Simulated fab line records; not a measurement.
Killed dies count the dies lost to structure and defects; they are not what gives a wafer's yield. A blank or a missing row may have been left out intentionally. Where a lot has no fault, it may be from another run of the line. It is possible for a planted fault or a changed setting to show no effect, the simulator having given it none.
Problem report, 8D (eight disciplines) form, completed by code -- flow n5Finfet -- the parts of the form that need people (team, actions taken, sign-off) are left out
Where a reading is given only as a bound, like >300, the bound stands for it, and a mean or a difference that rests on one is marked > or <: the true number lies beyond.

1. PROBLEM STATEMENT
rawDefectCount at N5_PASSIVATION_INSPECT_57 reads a mean of >300 on 3 wafers of 2 lots; wafers without a fault read 1.9 with a standard deviation of 1.6. So: +99 or more standard deviations from the usual mean.
The step: inspects for defects (macro).
The first sign was on wafer L115.2 at day 15 05:01, on defectInspect-02. At this step, 18 wafers from 6 lots have a number in the record. Rule for "out", or "out of limits": more than 4 standard deviations from the usual mean. Any other wafer with a number is counted as sound.

2. WHAT IT IS AND WHAT IT IS NOT
question,is,is not
which readings at this step,rawDefectCount,-
which lots,"L115, L118","L109, L114, L124, L129"
which wafers of those lots,"L115.2, L118.1, L118.6","L115.3, L115.6, L118.5"
read on which gauges,defectInspect-02,defectInspect-01
when,from day 15 05:01,"up to then (8 sound wafers); but 7 sound wafers of L118, L124, L129 came after"

3. WHAT RULES OUT EACH SUSPECT
Counting: if a tool at a process step up to the reading ran every lot that is out, it stays a suspect. Sound lots after the first of them don't rule it out here, since some wafers of a struck lot are sound.
- the gauge at N5_PASSIVATION_INSPECT_57: ruled out. All the wafers that are out were read on defectInspect-02, but those of them that N5_PASSIVATION_PROBE_49 has rows for are out there too, on other tools.
- rieDiel-03 at N5_PASSIVATION_DESCUM_46 (chemistry O2, time 7.9 s): kept. It processed each lot that is out (first: L115, day 15 00:48); up to then, its last sound lot is L114 (day 14 23:57).
- rieDiel-03 at N5_PASSIVATION_PASS_ETCH_47 (etches SiNx in CF4/O2, target depth 770 nm, time 385 s): kept. It processed each lot that is out (first: L115, day 15 00:50); up to then, its last sound lot is L114 (day 14 23:59).
- rieDiel-03 at N5_PASSIVATION_ETCH_54 (etches SiO2 in CHF3/O2, target depth 880 nm, time 440 s): kept. It processed each lot that is out (first: L115, day 15 01:04); up to then, its last sound lot is L114 (day 15 00:13).
- rieDiel-03 at N5_PASSIVATION_STRIP_48 (strips in O2): kept. It processed each lot that is out (first: L115, day 15 01:21); up to then, its last sound lot is L114 (day 15 00:30).
- prober-02 at N5_PASSIVATION_PROBE_49: kept. It processed each lot that is out (first: L115, day 15 04:43); up to then, its last sound lot is L114 (day 15 04:28). Out on those wafers are its own readings of defectLimitedYield, killedAtOther, killedDies, sort_bin_5_function, sortNPass, sortYieldPct.
- At N5_PASSIVATION_DESCUM_46, inside rieDiel-03: chamber 3 took the wafers that are out, while their sound lot-mates went through chambers 0, 1, 2.
- At N5_PASSIVATION_PASS_ETCH_47, inside rieDiel-03: chamber 3 took the wafers that are out, while their sound lot-mates went through chambers 0, 1, 2.
- At N5_PASSIVATION_ETCH_54, inside rieDiel-03: chamber 3 took the wafers that are out, while their sound lot-mates went through chambers 0, 1, 2.
- At N5_PASSIVATION_STRIP_48, inside rieDiel-03: chamber 3 took the wafers that are out, while their sound lot-mates went through chambers 0, 1, 2.
Left after counting: rieDiel-03 at N5_PASSIVATION_DESCUM_46, rieDiel-03 at N5_PASSIVATION_PASS_ETCH_47, rieDiel-03 at N5_PASSIVATION_ETCH_54, rieDiel-03 at N5_PASSIVATION_STRIP_48, prober-02 at N5_PASSIVATION_PROBE_49.

4. THE CAUSE (what the simulator had put in)
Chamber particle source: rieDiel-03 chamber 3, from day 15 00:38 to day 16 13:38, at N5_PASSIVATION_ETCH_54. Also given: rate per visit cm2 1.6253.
After counting, 5 suspects remain, this tool included.

5. SEQUENCE OF EFFECTS, ordered by route
Each row: a reading whose mean over the struck wafers that have a number lies more than 3 standard deviations from the usual. Scope: only readings with a usual standard deviation given in the record; hours: median across lots of the time from each lot's start at the first step in this table that gives one to its start at this step; sigmas: change in usual standard deviations.
hours,step,reading,usual,on struck wafers,change,sigmas
0,N5_PASSIVATION_PROBE_49,defectLimitedYield,91.3 %,82.9,-8.4,-6.0
0,N5_PASSIVATION_PROBE_49,killedAtOther,3.4,118.3,+114.9,+44
0,N5_PASSIVATION_PROBE_49,killedDies,102,202,+100,+5.9
0,N5_PASSIVATION_PROBE_49,killedOnRim,13,29,+16,+3.9
0,N5_PASSIVATION_PROBE_49,sort_bin_5_function,5.1 %,10.0,+4.9,+5.6
0,N5_PASSIVATION_PROBE_49,sortNPass,1078,978,-100,-5.9
0,N5_PASSIVATION_PROBE_49,sortYieldPct,91.3 %,82.9,-8.4,-6.0
0,N5_PASSIVATION_INSPECT_57,rawDefectCount,1.9,>300,>+298,+99 or more
Here are the process steps it includes:
- N5_PASSIVATION_PROBE_49

6. HOW IT WOULD HAVE BEEN CAUGHT EARLIER
4 hours passed between the start of the fault at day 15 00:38 and the first reading out of limits at a measuring or inspecting step in this record, taken at day 15 05:01.
Tool readings at N5_PASSIVATION_ETCH_54 with a usual standard deviation given in the record: none out on any struck wafer, hence no alarm at a limit of 4 standard deviations on them.
Lots out: 2; of these, L118 started N5_PASSIVATION_ETCH_54 on rieDiel-03 after day 15 05:01. A hold on the tool at that time would have spared it.
